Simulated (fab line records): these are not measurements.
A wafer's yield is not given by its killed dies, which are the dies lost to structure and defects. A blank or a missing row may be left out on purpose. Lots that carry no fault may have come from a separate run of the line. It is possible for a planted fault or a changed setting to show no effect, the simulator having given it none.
Which tool was responsible?	flow nand_harc	11 lots, 33 wafers sampled, at 5 steps of a route of 1159

WHAT THE GAUGES SHOWED, per wafer
NHARC_END_SORT_01.
lot	measured	on	killed_at_array
L376	day 23 22:02	prober-01	55 45 671
L375	day 23 22:02	prober-02	55 675 670

TOOL THAT RAN EACH LOT (tool first, then ch and the chambers of the sampled wafers, then the start)
lot	NHARC_A_STAIRCASE_TRIM_220	NHARC_A_STAIRCASE_ETCH_227	NHARC_A_STAIRCASE_TRIM_233	NHARC_A_STAIRCASE_ETCH_236
L357	rie_diel-07 ch 0,1,3, day 11 12:15	rie_diel-07 ch 1,2,3, day 11 14:20 or earlier	rie_diel-07 ch 1,2,3, day 11 14:20 or earlier	rie_diel-07 ch 1,2,3, day 11 14:20
L358	rie_diel-07 ch 1,2, day 11 16:10	rie_diel-07 ch 0,2,3, day 11 18:23 or earlier	rie_diel-07 ch 0,3, day 11 18:23 or earlier	rie_diel-07 ch 0,3, day 11 18:23
L360	rie_diel-06 ch 2,3, day 11 19:08	rie_diel-06 ch 0,3, day 11 23:47 or earlier	rie_diel-07 ch 0,1,2, day 11 23:47 or earlier	rie_diel-07 ch 0,2,3, day 11 23:47
L359	rie_diel-09 ch 1,2,3, day 12 01:50	rie_diel-09 ch 1,2,3, day 12 05:26 or earlier	rie_diel-06 ch 1,2, day 12 05:26 or earlier	rie_diel-06 ch 0,1,2, day 12 05:26
L362	rie_diel-07 ch 2,3, day 12 04:26	rie_diel-07 ch 1,3, day 12 06:38 or earlier	rie_diel-07 ch 0,2,3, day 12 06:38 or earlier	rie_diel-07 ch 0,1,2, day 12 06:38
L364	rie_diel-09 ch 0,2, day 12 20:29	rie_diel-09 ch 0,3, day 12 22:44 or earlier	rie_diel-06 ch 0,1,3, day 12 22:44 or earlier	rie_diel-06 ch 2,3, day 12 22:44
L370	rie_diel-09 ch 1,2,3, day 14 07:17	rie_diel-09 ch 0,1,3, day 14 09:36 or earlier	rie_diel-07 ch 1,2, day 14 09:36 or earlier	rie_diel-07 ch 0,2,3, day 14 09:36
L376	rie_diel-06 ch 1,3, day 15 17:18	rie_diel-06 ch 1,3, day 15 20:20 or earlier	rie_diel-07 ch 1,3, day 15 20:20 or earlier	rie_diel-07 ch 2,3, day 15 20:20
L375	rie_diel-07 ch 0,1,2, day 15 20:36	rie_diel-07 ch 0,2,3, day 15 22:31 or earlier	rie_diel-07 ch 0,2,3, day 15 22:31 or earlier	rie_diel-07 ch 0,1, day 15 22:31
L379	rie_diel-09 ch 1,2, day 16 10:21	rie_diel-09 ch 0,1,2, day 16 15:02 or earlier	rie_diel-09 ch 0,2, day 16 15:02 or earlier	rie_diel-09 ch 0,2, day 16 15:02
L380	rie_diel-06 ch 0,1,3, day 17 02:37	rie_diel-06 ch 0,1,2, day 17 04:56 or earlier	rie_diel-09 ch 0,3, day 17 04:56 or earlier	rie_diel-09 ch 0,1, day 17 04:56
- NHARC_A_STAIRCASE_TRIM_220: chemistry O2, time 211.2 s.
- NHARC_A_STAIRCASE_ETCH_227: etches the open film in C4F8/O2, target depth 100 nm, time 40.5 s.
- NHARC_A_STAIRCASE_TRIM_233: chemistry O2, time 211.2 s.
- NHARC_A_STAIRCASE_ETCH_236: etches the open film in C4F8/O2, target depth 100 nm, time 40.5 s.

THE ANSWER, worked out from the rows above alone
Rule: the usual values come from the lots themselves. Put in order of their means at a reading, lots are off if they are a third of the lots or fewer, leave a main group of 4 or more, and stand apart from it by a gap of 3 or more times the standard deviation of the main group's means; of several such gaps the widest counts. A main group whose means are all the same, to the digits that the tables above print for the reading, isn't used. A lot without any number at a reading at which 4 lots or more have one is off too. All remaining lots with rows at the step are treated as sound.
None of the lots is off at any reading shown; this tells nothing.

WHAT THE SIMULATOR HAD PUT IN
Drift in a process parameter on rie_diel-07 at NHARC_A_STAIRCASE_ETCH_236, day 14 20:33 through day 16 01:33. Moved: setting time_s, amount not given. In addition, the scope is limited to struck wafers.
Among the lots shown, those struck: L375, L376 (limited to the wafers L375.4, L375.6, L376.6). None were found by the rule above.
